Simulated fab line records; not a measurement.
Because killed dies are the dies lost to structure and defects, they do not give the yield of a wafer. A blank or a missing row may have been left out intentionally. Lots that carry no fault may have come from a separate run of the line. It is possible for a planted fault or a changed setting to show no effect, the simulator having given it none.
Matching of chambers + flow n5-finfet + N5_SDB_CUT_ETCH_26 on rie-si-02 has 4 sister chambers
The step etches Si in HBr/Cl2/O2, target depth 129.6 nm, bt time 20 s, time 51.8 s. 8 wafers are shown with their chamber, then 7 later ones without.

== WAFERS WITH THEIR CHAMBER ==
| wafer  | chamber | drypump-motor-current-A (A) | oes_o_777_au (a.u.) |
|--------|---------|-----------------------------|---------------------|
| L083.1 | 3       | 5.4                         | 1.04                |
| L083.4 | 0       | 5.2                         | 0.94                |
| L083.5 | 3       | 5.4                         | 1.04                |
| L092.1 | 2       | 5.9                         | 0.98                |
| L092.2 | 1       | 5.5                         | 1.10                |
| L092.3 | 0       | 5.2                         | 0.94                |
| L093.1 | 2       | 5.9                         | 0.99                |
| L093.2 | 1       | 5.4                         | 1.11                |

== WAFERS WITH NO CHAMBER GIVEN ==
| wafer  | drypump-motor-current-A (A) | oes_o_777_au (a.u.) |
|--------|-----------------------------|---------------------|
| L093.4 | 5.2                         | 0.93                |
| L095.3 | 5.9                         | 0.99                |
| L095.4 | 5.4                         | 1.04                |
| L095.5 | 5.4                         | 1.04                |
| L096.2 | 5.9                         | 0.99                |
| L096.3 | 5.2                         | 0.94                |
| L096.5 | 5.2                         | 0.94                |

== THE CHAMBER EACH PASSED THROUGH ==
| wafer  | from the rows above | in truth |
|--------|---------------------|----------|
| L093.4 | 0                   | 0        |
| L095.3 | 2                   | 2        |
| L095.4 | 3                   | 3        |
| L095.5 | 3                   | 3        |
| L096.2 | 2                   | 2        |
| L096.3 | 0                   | 0        |
| L096.5 | 0                   | 0        |
7 of 7 placed correctly. Left unplaced by these rows: 0. 0 placed wrongly.
How it was worked out, from the rows above alone: a wafer's distance from a chamber is the root of the sum, over the readings, of the square of ((its reading less the chamber's mean) divided by the reading's scatter). If the next closest chamber is less than 2 further off than the closest, the wafer can't be placed; otherwise it belongs to the closest. Each chamber's mean is taken over the wafers shown for it. The scatter is the square root of a quotient: the sum, over the shown wafers, of each reading's squared deviation from its chamber's mean, divided by wafers minus chambers.
